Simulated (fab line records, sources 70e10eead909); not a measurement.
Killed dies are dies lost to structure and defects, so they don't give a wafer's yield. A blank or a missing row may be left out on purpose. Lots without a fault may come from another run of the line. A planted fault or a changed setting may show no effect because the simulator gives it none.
fab line records | flow nand_harc
record lots=24 wafers=72 last_day=33
route steps=1302 shown A_CHANNEL_HOLE_D1@475 A_CHANNEL_FILL_D1@494 A_DECK1_JOINT@518
lots that met no fault: from a run of the same line without faults
start_h: hours from the record's first day to the start of the lot's first wafer shown | wait_h: hours since the lot's step before | " the same as in the row above | L1.1+2: a row that stands for several wafers | - no value, or no start given | * or withheld: withheld | < > ~ a bound
route shown NAME@n: a module of which the file shows steps, and the number in the route of the first | usual: mean/standard deviation of fault-free wafers | same: alike in all rows | chamber/n: place in a boat | sites: the reading at each site | _std_site: their standard deviation | _edge_site: outer sites' mean less inner sites' | radius_mm: how far each site lies from the wafer's centre | mask NAME#n: copy n | behind: the tool/chamber that last shaped the wafer | hold: why the lot was held/for how many hours/how that ended | device: the transistor (n, p or np) that didn't switch | end of line: the same wafers' tests at the end of the route | a step without rows: its recipe alone | killed: dies lost to structure and defects at the first sort, not the wafer's yield | map: a wafer's dies, x killed, . not, _ none there
set.NAME: the setting as run; set.NAME@STEP: as run at that earlier step | model.NAME: the simulator's own value behind a step, which no gauge read
steps of the route over a sample of lots; a table a step, a row a wafer
services: from which hour (start_h, from the record's first day; less than 0 if before it) a tool's chamber was out of use, for how many hours, and why
## steps
# step NHARC_A_CHANNEL_HOLE_D1_ETCH_23
# recipe bias_v=5000 source_w=withheld pressure_mtorr=20 time_s=819 ar_flow_sccm=375 c4f8_flow_sccm=89.3 o2_flow_sccm=35.7 temp_c=-20 target_depth_a=16000 chemistry=C4F8/O2/Ar
# usual drypump_motor_current_A=5.5/0.32 showerhead_plenum_p_Torr=3.68/0.088 throttle_valve_pct=32.154/0.0084
# columns lot.wafer tool chamber start_h wait_h drypump_motor_current_A rf_hours_counter_h showerhead_plenum_p_Torr throttle_valve_pct
L074.1 har_etch-02 0 186.95 0.5 5.8 303 3.76 32.150
L074.3 " 1 " " 4.9 - 3.53 32.150
L074.6 " 0 " " 5.8 - 3.76 32.152
L075.2 har_etch-01 1 190.29 0.5 5.8 89 3.74 32.159
L075.4 " 1 " " 5.7 - 3.74 32.148
L075.6 " 0 " " 5.5 - 3.74 32.153
L076.4 har_etch-02 1 200.41 0.5 4.9 - 3.52 32.170
L076.6 " 0 " " 5.8 - 3.76 32.143
L076.5 " 1 " " 4.9 - 3.52 32.167
L077.1 har_etch-01 0 214.34 0.5 5.5 104 3.73 32.149
L077.5 " 1 " " 5.8 - 3.73 32.159
L077.6 " 0 " " 5.5 - 3.73 32.166
L078.1 har_etch-01 0 221.07 0.5 5.5 108 3.73 32.167
L078.3 " 1 " " 5.8 - 3.73 32.160
L078.5 " 0 " " 5.5 - 3.73 32.141
L079.1 har_etch-02 1 225.80 0.5 4.9 326 3.51 32.154
L079.3 " 1 " " 4.9 - 3.52 32.146
L079.5 " 0 " " 5.8 - 3.75 32.143
L080.4 har_etch-01 1 243.13 0.5 5.7 - 3.72 32.154
L080.6 " 0 " " 5.5 - 3.72 32.160
L080.5 " 1 " " 5.7 - 3.72 32.150
L082.1 har_etch-02 0 265.44 0.5 5.8 345 3.74 32.149
L082.4 " 1 " " 4.9 - 3.51 32.144
L082.5 " 0 " " 5.8 - 3.74 32.153
L081.1 har_etch-01 0 265.92 0.5 5.4 131 3.71 32.155
L081.4 " 1 " " 5.8 - 3.71 32.147
L081.5 " 1 " " 5.8 - 3.71 32.154
L083.2 har_etch-01 1 273.70 0.5 5.8 134 3.71 32.156
L083.3 " 1 " " 5.7 - 3.71 32.160
L083.6 " 0 " " 5.4 - 3.71 32.154
L085.2 har_etch-01 0 296.88 0.5 5.5 150 3.70 32.152
L085.3 " 0 " " 5.5 - 3.70 32.139
L085.6 " 1 " " 5.8 - 3.70 32.159
L084.1 har_etch-02 1 299.03 0.5 4.9 368 3.49 32.153
L084.6 " 1 " " 4.9 - 3.49 32.142
L084.5 " 0 " " 5.8 - 3.73 32.153
L086.1 har_etch-01 0 310.99 0.5 5.4 157 3.70 32.153
L086.3 " 0 " " 5.5 - 3.70 32.150
L086.5 " 0 " " 5.5 - 3.70 32.150
L087.1 har_etch-01 0 315.26 0.5 5.5 161 3.70 32.150
L087.5 " 1 " " 5.8 - 3.70 32.163
L087.6 " 0 " " 5.5 - 3.70 32.164
L088.1 har_etch-02 1 323.78 0.5 4.9 380 3.49 32.136
L088.4 " 1 " " 4.9 - 3.49 32.164
L088.3 " 0 " " 5.8 - 3.72 32.144
L089.2 har_etch-01 0 324.86 0.5 5.5 165 3.69 32.155
L089.4 " 0 " " 5.5 - 3.69 32.154
L089.5 " 0 " " 5.5 - 3.69 32.157
L091.1 har_etch-02 1 346.86 0.5 4.9 384 3.49 32.149
L091.4 " 0 " " 5.8 - 3.71 32.164
L091.5 " 0 " " 5.8 - 3.71 32.156
L090.2 har_etch-01 0 347.57 0.5 5.5 184 3.68 32.158
L090.3 " 1 " " 5.8 - 3.68 32.145
L090.6 " 1 " " 5.7 - 3.68 32.155
L092.1 har_etch-01 0 361.24 0.5 5.4 192 3.68 32.147
L092.2 " 1 " " 5.8 192 3.68 32.138
L092.4 " 1 " " 5.8 - 3.68 32.162
L093.2 har_etch-02 0 367.77 0.5 5.8 410 3.70 32.160
L093.4 " 1 " " 4.9 - 3.48 32.145
L093.6 " 0 " " 5.8 - 3.70 32.142
L094.2 har_etch-01 0 382.35 0.5 5.4 203 3.67 32.144
L094.3 " 0 " " 5.5 - 3.67 32.159
L094.5 " 1 " " 5.8 - 3.67 32.142
L095.4 har_etch-01 1 403.99 0.5 5.8 - 3.66 32.152
L095.3 " 0 " " 5.5 - 3.66 32.157
L095.5 " 1 " " 5.8 - 3.66 32.160
L096.2 har_etch-01 1 412.25 0.5 5.8 230 3.66 32.163
L096.3 " 0 " " 5.5 - 3.66 32.162
L096.5 " 0 " " 5.4 - 3.66 32.159
L097.2 har_etch-02 0 412.79 0.5 5.8 5 3.70 32.162
L097.3 " 0 " " 5.8 - 3.70 32.143
L097.5 " 1 " " 4.9 - 3.93 32.158
# step NHARC_A_CHANNEL_HOLE_D1_CD_MEAS_30
# usual cd_nm=90.0/1.8
# columns lot.wafer tool chamber start_h wait_h cd_nm
L074.1 cd_sem-03 - 190.94 - 88.9
L074.3 " - " " 93.3
L074.6 " - " " 92.9
L075.2 cd_sem-01 - 194.38 - 86.1
L075.4 " - " " 90.5
L075.6 " - " " 90.3
L076.4 cd_sem-01 - 204.15 - 93.1
L076.5 " - " " 92.4
L076.6 " - " " 89.9
L077.1 cd_sem-02 - 218.32 - 90.3
L077.5 " - " " 90.1
L077.6 " - " " 85.5
L078.1 cd_sem-01 - 225.15 - 89.3
L078.3 " - " " 90.0
L078.5 " - " " 87.8
L079.1 cd_sem-02 - 229.87 - 91.6
L079.3 " - " " 85.5
L079.5 " - " " 85.8
L080.4 cd_sem-03 - 246.88 - 90.9
L080.5 " - " " 88.3
L080.6 " - " " 90.3
L082.1 cd_sem-03 - 269.54 - 88.7
L082.4 " - " " 88.4
L082.5 " - " " 89.9
L081.1 cd_sem-02 - 270.18 - 89.0
L081.4 " - " " 89.3
L081.5 " - " " 89.2
L083.2 cd_sem-02 - 277.79 - 90.4
L083.3 " - " " 92.0
L083.6 " - " " 91.1
L085.2 cd_sem-03 - 300.87 - 88.7
L085.3 " - " " 92.0
L085.6 " - " " 93.1
L084.1 cd_sem-01 - 303.11 - 93.3
L084.5 " - " " 91.7
L084.6 " - " " 90.4
L086.1 cd_sem-02 - 315.10 - 88.8
L086.3 " - " " 89.7
L086.5 " - " " 90.5
L087.1 cd_sem-02 - 319.24 - 92.2
L087.5 " - " " 90.8
L087.6 " - " " 89.0
L088.1 cd_sem-02 - 327.87 - 90.4
L088.3 " - " " 92.5
L088.4 " - " " 89.1
L089.2 cd_sem-02 - 328.93 - 89.4
L089.4 " - " " 89.2
L089.5 " - " " 89.9
L091.1 cd_sem-02 - 350.97 - 91.8
L091.4 " - " " 87.0
L091.5 " - " " 88.3
L090.2 cd_sem-01 - 351.61 - 88.5
L090.3 " - " " 88.3
L090.6 " - " " 93.0
L092.1 cd_sem-01 - 365.50 - 92.7
L092.2 " - " " 89.9
L092.4 " - " " 86.1
L093.2 cd_sem-01 - 371.75 - 90.8
L093.4 " - " " 89.1
L093.6 " - " " 93.4
L094.2 cd_sem-02 - 386.49 - 88.9
L094.3 " - " " 93.0
L094.5 " - " " 91.7
L095.3 cd_sem-02 - 407.85 - 90.4
L095.4 " - " " 90.2
L095.5 " - " " 89.1
L096.2 cd_sem-03 - 416.21 - 92.9
L096.3 " - " " 91.9
L096.5 " - " " 90.0
L097.2 cd_sem-03 - 416.88 - 89.5
L097.3 " - " " 88.3
L097.5 " - " " 90.8
# step NHARC_A_CHANNEL_FILL_D1_ALD_14
# recipe target_thk_a=25 pulse_time_s=10 ald_cycles=25 temp_c=300 material=SiO2
# usual heater_power_w=452/48 precursor_pulse_height_rel=0.999/0.02
# same ald_cycles=25
# columns lot.wafer tool chamber start_h wait_h heater_power_w precursor_pulse_height_rel
L074.3 ald_hk-01 2 198.27 0.0 465 0.994
L074.1 " 3 " " 385 1.012
L074.6 " 3 " " 392 1.020
L075.4 ald_hk-01 1 201.78 0.0 427 1.030
L075.2 " 3 " " 398 0.996
L075.6 " 2 " " 470 1.009
L076.4 ald_hk-03 1 212.33 0.2 499 0.983
L076.6 " 2 " " 443 1.022
L076.5 " 3 " " 419 0.980
L077.1 ald_hk-02 3 226.99 0.2 377 0.970
L077.6 " 0 " " 485 0.989
L077.5 " 1 " " 560 1.002
L078.1 ald_hk-01 0 232.53 0.0 486 1.028
L078.3 " 3 " " 396 0.975
L078.5 " 0 " " 473 0.982
L079.1 ald_hk-01 2 238.23 1.0 469 1.019
L079.3 " 3 " " 397 1.012
L079.5 " 2 " " 467 0.986
L080.4 ald_hk-02 3 254.34 0.0 376 0.988
L080.5 " 3 " " 376 1.000
L080.6 " 0 " " 473 0.999
L082.4 ald_hk-03 0 277.95 1.1 416 0.993
L082.1 " 3 " " 432 0.975
L082.5 " 0 " " 410 0.991
L081.1 ald_hk-03 0 278.24 1.3 408 0.959
L081.4 " 1 " " 504 0.998
L081.5 " 3 " " 433 1.017
L083.3 ald_hk-02 2 285.26 0.0 469 0.995
L083.2 " 0 " " 470 1.012
L083.6 " 2 " " 450 0.972
L084.1 ald_hk-02 1 309.16 1.0 558 1.042
L084.6 " 0 " " 478 1.000
L084.5 " 1 " " 553 0.999
L085.2 ald_hk-02 0 309.42 1.2 464 1.011
L085.3 " 1 " " 556 1.013
L085.6 " 3 " " 372 1.016
L086.1 ald_hk-03 3 322.45 0.0 428 1.011
L086.3 " 2 " " 408 1.045
L086.5 " 3 " " 441 1.014
L087.1 ald_hk-02 3 326.64 0.1 374 1.035
L087.5 " 1 " " 545 0.984
L087.6 " 2 " " 475 0.974
L089.2 ald_hk-02 1 335.31 0.1 572 0.978
L089.4 " 0 " " 458 0.982
L089.5 " 2 " " 454 1.018
L088.1 ald_hk-02 0 335.53 0.3 480 1.002
L088.4 " 1 " " 566 0.977
L088.3 " 2 " " 482 1.050
L091.1 ald_hk-03 3 359.08 0.7 429 1.005
L091.4 " 1 " " 490 0.986
L091.5 " 3 " " 428 1.011
L090.3 ald_hk-03 3 359.27 0.9 441 1.015
L090.2 " 1 " " 499 1.027
L090.6 " 3 " " 440 1.001
L092.4 ald_hk-01 1 372.92 0.0 417 0.970
L092.2 " 2 " " 506 1.010
L092.1 " 3 " " 398 1.030
L093.2 ald_hk-01 1 379.18 0.1 428 1.001
L093.4 " 3 " " 401 1.025
L093.6 " 1 " " 417 1.030
L094.3 ald_hk-02 3 393.94 0.0 385 0.968
L094.2 " 1 " " 507 1.017
L094.5 " 3 " " 383 0.989
L095.4 ald_hk-03 1 415.38 0.1 479 1.000
L095.3 " 2 " " 435 0.966
L095.5 " 3 " " 421 1.025
L097.2 ald_hk-03 2 423.53 0.0 423 0.996
L097.3 " 0 " " 420 1.012
L097.5 " 3 " " 424 0.976
L096.2 ald_hk-03 0 423.75 0.3 423 0.991
L096.3 " 3 " " 425 0.994
L096.5 " 1 " " 483 1.006
# step NHARC_A_CHANNEL_FILL_D1_ALD_25
# recipe target_thk_a=600 pulse_time_s=10 ald_cycles=600 temp_c=300 material=SiOx
# usual heater_power_w=446/37 precursor_pulse_height_rel=0.999/0.02
# same ald_cycles=600
# columns lot.wafer tool chamber start_h wait_h heater_power_w precursor_pulse_height_rel
L074.1 ald_hk-03 1 228.89 0.1 495 0.998
L074.3 " 0 230.77 1.9 404 0.981
L074.6 " 1 " " 482 1.003
L075.2 ald_hk-02 2 229.50 0.7 466 1.003
L075.4 " 3 " " 377 0.981
L075.6 " 1 231.34 2.5 546 0.986
L076.4 ald_hk-02 2 245.10 0.7 469 1.003
L076.5 " 1 246.97 2.5 544 0.998
L076.6 " 2 " " 465 0.992
L077.1 ald_hk-03 1 260.62 0.7 494 1.033
L077.5 " 0 262.44 2.5 412 1.030
L077.6 " 1 " " 487 0.980
L078.1 ald_hk-01 1 264.94 0.1 422 1.032
L078.3 " 2 266.18 1.3 461 0.980
L078.5 " 1 269.92 5.0 416 1.026
L079.3 ald_hk-03 3 274.85 1.9 429 1.016
L079.1 " 1 276.09 3.1 501 1.017
L079.5 " 2 " " 412 0.987
L080.4 ald_hk-01 2 285.56 0.7 473 0.985
L080.5 " 1 287.40 2.5 431 0.984
L080.6 " 2 " " 461 0.997
L081.1 ald_hk-03 0 307.83 0.7 424 1.070
L081.4 " 1 " " 498 1.012
L081.5 " 0 310.27 3.1 418 1.017
L082.4 ald_hk-01 0 307.85 0.7 481 0.953
L082.1 " 2 309.09 1.9 479 0.998
L082.5 " 3 " " 394 0.996
L083.2 ald_hk-03 2 315.00 0.1 418 0.985
L083.3 " 0 316.22 1.3 424 0.960
L083.6 " 3 318.05 3.1 429 1.029
L085.2 ald_hk-01 0 338.74 0.1 477 1.017
L085.3 " 1 " " 426 0.961
L085.6 " 0 341.25 2.6 487 1.027
L084.1 ald_hk-03 2 339.95 1.3 409 0.992
L084.5 " 1 343.58 4.9 487 0.985
L084.6 " 2 344.79 6.1 414 0.976
L086.1 ald_hk-03 1 355.34 0.1 497 0.981
L086.3 " 3 356.58 1.3 438 0.994
L086.5 " 2 358.42 3.1 422 0.991
L087.1 ald_hk-01 3 357.19 1.9 397 1.000
L087.5 " 0 " " 480 0.982
L087.6 " 1 " " 421 1.029
L088.1 ald_hk-01 0 366.37 0.1 478 0.975
L088.4 " 1 " " 431 1.005
L088.3 " 3 368.22 1.9 399 0.977
L089.2 ald_hk-02 2 366.37 0.1 460 0.997
L089.4 " 0 367.61 1.3 448 1.025
L089.5 " 3 369.47 3.2 382 0.982
L091.4 ald_hk-03 3 387.99 0.0 438 1.015
L091.1 " 1 389.24 1.3 500 0.995
L091.5 " 0 391.11 3.2 422 0.969
L090.2 ald_hk-01 0 388.00 0.1 483 0.977
L090.3 " 3 389.86 1.9 397 1.029
L090.6 " 1 391.10 3.2 427 0.997
L092.2 ald_hk-03 0 402.65 0.7 432 1.004
L092.4 " 1 " " 485 0.990
L092.1 " 2 " " 444 0.992
L093.4 ald_hk-01 3 411.44 0.1 399 1.005
L093.2 " 1 412.66 1.3 416 1.002
L093.6 " 3 413.87 2.5 407 0.959
L094.3 ald_hk-03 3 424.06 0.1 434 1.015
L094.2 " 0 " " 413 1.012
L094.5 " 0 427.10 3.1 427 1.029
L095.3 ald_hk-03 3 445.08 0.7 435 0.999
L095.4 " 1 446.30 1.9 476 0.988
L095.5 " 2 " " 428 0.974
L097.2 ald_hk-03 1 455.25 0.7 490 0.966
L097.3 " 3 456.48 1.9 444 0.968
L097.5 " 1 457.72 3.1 473 0.975
L096.2 ald_hk-01 1 455.25 0.7 418 0.988
L096.3 " 3 456.48 1.9 399 1.010
L096.5 " 0 " " 465 1.008
# step NHARC_A_DECK1_JOINT_ETCHBACK_07
# recipe target_depth_a=1050 time_s=26.9 hbr_flow_sccm=150 rf_w=350 icp_w=350 bias_w=60 chemistry=HBr
# usual drypump_motor_current_A=5.5/0.56 oes_product_au=1.005/0.015 throttle_valve_pct=23.266/0.0083
# columns lot.wafer tool chamber start_h wait_h drypump_motor_current_A oes_product_au rf_hours_counter_h throttle_valve_pct
L075.2 rie_si-05 1 240.67 0.1 5.5 1.026 0.72 23.274
L075.4 " 0 " " 6.7 1.017 0.67 23.264
L075.6 " 1 " " 5.5 1.034 - 23.269
L074.3 rie_si-03 0 240.67 0.1 5.1 0.983 0.07 23.258
L074.1 " 3 " " 5.0 0.980 0.09 23.262
L074.6 " 1 " " 5.0 1.016 - 23.263
L076.4 rie_si-03 0 256.42 0.1 5.1 0.978 0.17 23.262
L076.5 " 2 " " 6.2 0.984 - 23.264
L076.6 " 3 " " 4.9 0.999 - 23.258
L077.1 rie_si-03 3 271.95 0.1 4.9 0.992 0.25 23.287
L077.6 " 3 " " 4.9 0.995 - 23.268
L077.5 " 0 " " 5.1 0.976 - 23.263
L078.1 rie_si-01 0 280.68 0.1 5.5 1.014 0.49 23.263
L078.3 " 2 " " 4.8 1.007 0.47 23.277
L078.5 " 0 " " 5.5 1.013 - 23.262
L079.1 rie_si-03 2 286.20 0.1 6.3 0.973 0.29 23.273
L079.3 " 0 " " 5.1 0.977 0.40 23.267
L079.5 " 3 " " 5.0 0.993 - 23.259
L080.4 rie_si-01 2 296.67 0.1 4.8 1.013 0.60 23.263
L080.6 " 2 " " 4.8 1.016 - 23.273
L080.5 " 3 " " 5.7 1.018 - 23.261
L082.1 rie_si-03 3 318.89 0.1 4.9 1.000 0.54 23.279
L082.4 " 0 " " 5.1 0.979 0.54 23.259
L082.5 " 0 " " 5.1 0.976 - 23.273
L081.1 rie_si-01 0 318.90 0.1 5.5 1.013 0.71 23.257
L081.4 " 2 " " 4.8 1.001 0.84 23.246
L081.5 " 1 " " 5.2 1.006 - 23.273
L083.2 rie_si-05 2 326.70 0.1 5.6 0.999 0.08 23.264
L083.3 " 3 " " 6.3 0.992 0.06 23.247
L083.6 " 2 " " 5.7 1.007 - 23.265
L085.2 rie_si-05 3 350.62 0.1 6.3 0.982 0.14 23.284
L085.3 " 0 " " 6.7 1.015 0.13 23.268
L085.6 " 2 " " 5.7 0.997 - 23.279
L084.1 rie_si-03 2 354.08 0.1 6.2 1.005 0.62 23.284
L084.6 " 1 " " 5.0 1.010 - 23.274
L084.5 " 2 " " 6.2 1.002 - 23.260
L087.1 rie_si-05 0 367.11 0.1 6.7 1.021 0.26 23.265
L087.6 " 0 " " 6.7 1.024 - 23.253
L087.5 " 1 " " 5.5 1.011 - 23.254
L086.1 rie_si-01 1 367.12 0.1 5.1 1.003 1.01 23.277
L086.3 " 2 " " 4.8 0.995 1.19 23.264
L086.5 " 1 " " 5.2 0.998 - 23.267
L088.3 rie_si-05 2 378.17 0.1 5.6 1.011 0.40 23.268
L088.1 " 0 " " 6.7 1.010 0.36 23.257
L088.4 " 1 " " 5.5 1.011 0.40 23.255
L089.2 rie_si-03 3 378.20 0.1 4.9 1.012 0.96 23.254
L089.4 " 0 " " 5.1 0.981 1.11 23.261
L089.5 " 2 " " 6.2 1.014 - 23.262
L091.4 rie_si-05 2 399.76 0.1 5.7 0.999 0.59 23.262
L091.1 " 1 " " 5.5 1.000 0.60 23.268
L091.5 " 3 " " 6.3 0.994 - 23.269
L090.2 rie_si-01 2 399.78 0.1 4.8 0.994 0.10 23.271
L090.3 " 0 " " 5.5 1.014 0.08 23.268
L090.6 " 2 " " 4.8 0.997 - 23.271
L092.2 rie_si-05 0 414.23 0.1 6.6 1.035 0.55 23.268
L092.1 " 3 " " 6.3 1.003 0.56 23.257
L092.4 " 0 " " 6.6 1.039 - 23.277
L093.4 rie_si-01 3 423.31 0.1 5.7 1.040 0.18 23.284
L093.2 " 0 " " 5.5 1.023 0.15 23.276
L093.6 " 2 " " 4.8 1.008 - 23.279
L094.3 rie_si-03 0 435.79 0.1 5.1 1.003 0.19 23.262
L094.2 " 2 " " 6.2 1.005 0.19 23.266
L094.5 " 1 " " 5.0 1.017 - 23.251
L095.4 rie_si-05 1 456.20 0.1 5.5 1.009 0.79 23.267
L095.3 " 2 " " 5.7 0.996 0.94 23.258
L095.5 " 1 " " 5.5 1.006 - 23.271
L096.2 rie_si-03 1 466.47 0.1 5.0 1.029 0.41 23.255
L096.3 " 2 " " 6.2 1.009 0.36 23.260
L096.5 " 0 " " 5.1 0.989 - 23.274
L097.3 rie_si-01 2 466.47 0.1 4.8 0.997 0.56 23.270
L097.2 " 3 " " 5.7 1.017 0.45 23.267
L097.5 " 0 " " 5.5 1.021 - 23.252
# step NHARC_A_DECK1_JOINT_THK_MEAS_17
# recipe thk_meas_gauge=ellipsometry
# usual thk_nm=45.3/1.1
# columns lot.wafer tool chamber start_h wait_h thk_nm
L075.2 film_metro-01 - 273.50 0.2 44.9
L075.4 " - " " 45.3
L075.6 " - " " 47.2
L074.1 film_metro-02 - 273.51 0.2 44.9
L074.3 " - " " 44.6
L074.6 " - " " 47.1
L076.4 film_metro-02 - 287.67 0.2 45.9
L076.5 " - " " 45.8
L076.6 " - " " 46.3
L077.1 film_metro-02 - 308.98 0.2 42.4
L077.5 " - " " 45.4
L077.6 " - " " 44.7
L078.1 film_metro-02 - 317.40 0.3 46.3
L078.3 " - " " 46.6
L078.5 " - " " 45.1
L079.1 film_metro-02 - 324.56 0.2 44.4
L079.3 " - " " 45.3
L079.5 " - " " 46.1
L080.4 film_metro-02 - 330.08 0.2 46.4
L080.5 " - " " 44.4
L080.6 " - " " 46.6
L081.1 film_metro-02 - 354.09 0.2 44.6
L081.4 " - " " 45.9
L081.5 " - " " 44.8
L082.1 film_metro-01 - 354.10 0.2 45.7
L082.4 " - " " 44.0
L082.5 " - " " 46.1
L083.2 film_metro-01 - 360.89 0.2 44.7
L083.3 " - " " 44.9
L083.6 " - " " 44.6
L084.1 film_metro-01 - 383.35 0.2 44.6
L084.5 " - " " 48.0
L084.6 " - " " 46.5
L085.2 film_metro-01 - 383.35 0.2 44.2
L085.3 " - " " 45.3
L085.6 " - " " 45.1
L087.1 film_metro-02 - 398.18 0.2 45.8
L087.5 " - " " 45.2
L087.6 " - " " 45.2
L086.1 film_metro-02 - 398.18 0.2 45.3
L086.3 " - " " 47.1
L086.5 " - " " 44.8
L089.2 film_metro-01 - 418.55 0.3 45.8
L089.4 " - " " 48.5
L089.5 " - " " 47.4
L088.1 film_metro-02 - 418.56 0.3 45.5
L088.3 " - " " 46.0
L088.4 " - " " 45.5
L091.1 film_metro-02 - 439.29 0.3 46.4
L091.4 " - " " 46.6
L091.5 " - " " 45.2
L090.2 film_metro-01 - 439.29 0.2 45.1
L090.3 " - " " 45.4
L090.6 " - " " 42.8
L092.1 film_metro-01 - 449.18 0.2 44.5
L092.2 " - " " 47.0
L092.4 " - " " 45.9
L093.2 film_metro-02 - 459.05 0.3 46.6
L093.4 " - " " 46.3
L093.6 " - " " 45.0
L094.2 film_metro-02 - 476.49 0.3 45.0
L094.3 " - " " 45.7
L094.5 " - " " 46.1
L095.3 film_metro-01 - 488.80 0.2 43.4
L095.4 " - " " 45.1
L095.5 " - " " 47.2
L097.2 film_metro-02 - 500.25 0.3 45.2
L097.3 " - " " 43.9
L097.5 " - " " 47.0
L096.2 film_metro-01 - 500.34 0.3 45.8
L096.3 " - " " 45.2
L096.5 " - " " 44.5
## services
# columns tool chamber start_h hours kind
rie_si-05 2 171.88 1.0 repair
ald_hk-02 - 173.73 10.0 pm
rie_si-03 2 183.47 2.4 repair
rie_si-03 - 190.67 0.6 repair
rie_si-01 - 193.00 9.0 pm
rie_si-05 1 196.04 10.8 repair
ald_hk-02 - 203.51 1.8 repair
rie_si-05 - 204.49 0.4 repair
ald_hk-03 - 213.03 10.0 pm
rie_si-03 - 221.00 9.0 pm
rie_si-03 1 256.86 2.9 repair
rie_si-01 - 273.78 1.1 repair
ald_hk-01 - 296.39 10.0 pm
rie_si-05 - 305.00 9.0 pm
rie_si-01 0 310.26 2.7 repair
ald_hk-01 - 334.12 1.5 repair
ald_hk-02 - 354.22 10.0 pm
rie_si-03 3 361.49 3.3 repair
rie_si-03 2 373.23 3.5 repair
rie_si-05 - 385.68 0.1 repair
rie_si-03 1 389.95 10.9 repair
har_etch-02 - 390.19 17.0 pm
rie_si-03 - 398.00 9.0 pm
rie_si-05 1 408.95 11.0 repair
## key
fault none
